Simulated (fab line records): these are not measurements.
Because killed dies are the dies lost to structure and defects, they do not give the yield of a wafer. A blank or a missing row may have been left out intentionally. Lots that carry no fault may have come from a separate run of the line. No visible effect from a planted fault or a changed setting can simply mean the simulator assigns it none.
Chamber matching + flow nandHarc + NHARC_P_M0_DESCUM_14 on rieDiel-09: 3 sister chambers
The step chemistry O2, time 3 s. 14 wafers are shown with their chamber, then 5 later ones without.

WAFERS WITH THEIR CHAMBER
| wafer  | chamber | showerheadPlenumPTorr (Torr) | drypumpMotorCurrentA (A) | oesProductAu (a.u.) |
|--------|---------|------------------------------|--------------------------|---------------------|
| L329.4 | 3       | 1.85                         | 5.66                     | 0.990               |
| L329.5 | 0       | 2.03                         | 5.24                     | 0.995               |
| L329.6 | 1       | 2.04                         | 5.68                     | 0.982               |
| L331.1 | 1       | 2.04                         | 5.68                     | 1.002               |
| L331.3 | 1       | 2.04                         | 5.70                     | 0.983               |
| L331.4 | 3       | 1.85                         | 5.63                     | 0.996               |
| L338.1 | 0       | 2.02                         | 5.25                     | 0.996               |
| L338.2 | 1       | 2.04                         | 5.66                     | 0.978               |
| L338.5 | 0       | 2.02                         | 5.25                     | 0.990               |
| L340.1 | 3       | 1.85                         | 5.66                     | 0.990               |
| L340.3 | 1       | 2.04                         | 5.69                     | 0.982               |
| L340.6 | 1       | 2.03                         | 5.70                     | 0.980               |
| L339.1 | 3       | 1.85                         | 5.66                     | 0.994               |
| L339.2 | 1       | 2.03                         | 5.69                     | 0.983               |

SIGNATURES, as means of the wafers listed above
| reading               | chamber 0 | chamber 1 | chamber 3 | scatter within a chamber |
|-----------------------|-----------|-----------|-----------|--------------------------|
| showerheadPlenumPTorr | 2.0233    | 2.0371    | 1.8500    | 0.00436                  |
| drypumpMotorCurrentA  | 5.2467    | 5.6857    | 5.6525    | 0.0132                   |
| oesProductAu          | 0.99367   | 0.98429   | 0.99250   | 0.00627                  |
Rule: a wafer's distance from a chamber is the root of the sum, over the readings, of the square of ((its reading less the chamber's mean) divided by the reading's scatter). The wafer belongs to the nearest chamber; if the next one is less than 2 further off, it can't be placed. The scatter: take each reading less its chamber's mean, square it, sum over the shown wafers, divide by the number of wafers less the number of chambers, and take the root.

WAFERS WHOSE CHAMBER IS MISSING
| wafer  | showerheadPlenumPTorr (Torr) | drypumpMotorCurrentA (A) | oesProductAu (a.u.) |
|--------|------------------------------|--------------------------|---------------------|
| L339.3 | 2.02                         | 5.25                     | 0.991               |
| L344.1 | 2.03                         | 5.68                     | 0.991               |
| L344.4 | 1.85                         | 5.67                     | 0.985               |
| L345.3 | 2.03                         | 5.67                     | 0.989               |
| L345.6 | 2.03                         | 5.66                     | 0.988               |

WHICH CHAMBER EACH WENT THROUGH
| wafer  | from the rows above | in truth |
|--------|---------------------|----------|
| L339.3 | 0                   | 0        |
| L344.1 | 1                   | 1        |
| L344.4 | 3                   | 3        |
| L345.3 | 1                   | 1        |
| L345.6 | 1                   | 1        |
Correctly placed: 5 of 5. Left unplaced by these rows: 0. Wrongly placed: 0.
